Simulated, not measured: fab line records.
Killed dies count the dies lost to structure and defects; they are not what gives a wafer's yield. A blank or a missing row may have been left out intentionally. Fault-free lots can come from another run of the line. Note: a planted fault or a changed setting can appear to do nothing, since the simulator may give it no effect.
Chamber matching	flow nand-harc	3 sister chambers for NHARC_P_M1_DEP_33 on pecvd-01
The step deposits SiCN, target thk 30 nm. 6 wafers are shown with their chamber, then 8 later ones without.

WAFERS PAIRED WITH THEIR CHAMBERS
wafer	chamber	heater-power-w (W)	rf-fwd-power-W (W)
L083.2	1	617	449.8
L083.6	2	619	447.5
L087.2	0	538	449.3
L087.3	1	623	449.1
L087.4	0	549	447.3
L086.3	2	602	446.4

WAFERS MISSING THEIR CHAMBER
wafer	heater-power-w (W)	rf-fwd-power-W (W)
L086.4	542	449.9
L086.5	605	447.8
L088.1	596	449.8
L088.4	603	449.7
L088.5	646	447.4
L093.1	631	448.6
L093.5	603	449.5
L093.6	548	449.6

WHICH CHAMBER EACH ONE RAN IN
wafer	from the rows above	in truth
L086.4	0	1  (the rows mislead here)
L086.5	can't be placed: 2 or 1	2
L088.1	can't be placed: 1 or 2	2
L088.4	can't be placed: 1 or 2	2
L088.5	can't be placed: 1 or 2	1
L093.1	can't be placed: 1 or 2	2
L093.5	can't be placed: 1 or 2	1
L093.6	0	0
1 of 8 placed correctly. From these rows, 6 cannot be placed; in 6 the true chamber is one of the candidates. Number placed wrongly: 1.
How it was worked out, from the rows above alone: a wafer's distance from a chamber is the root of the sum, over the readings, of the square of ((its reading less the chamber's mean) divided by the reading's scatter). If the next closest chamber is less than 2 further off than the closest, the wafer can't be placed; otherwise it belongs to the closest. For every chamber, the mean is computed from those of its wafers that are shown. The scatter is the square root of a quotient: the sum, over the shown wafers, of each reading's squared deviation from its chamber's mean, divided by wafers minus chambers.
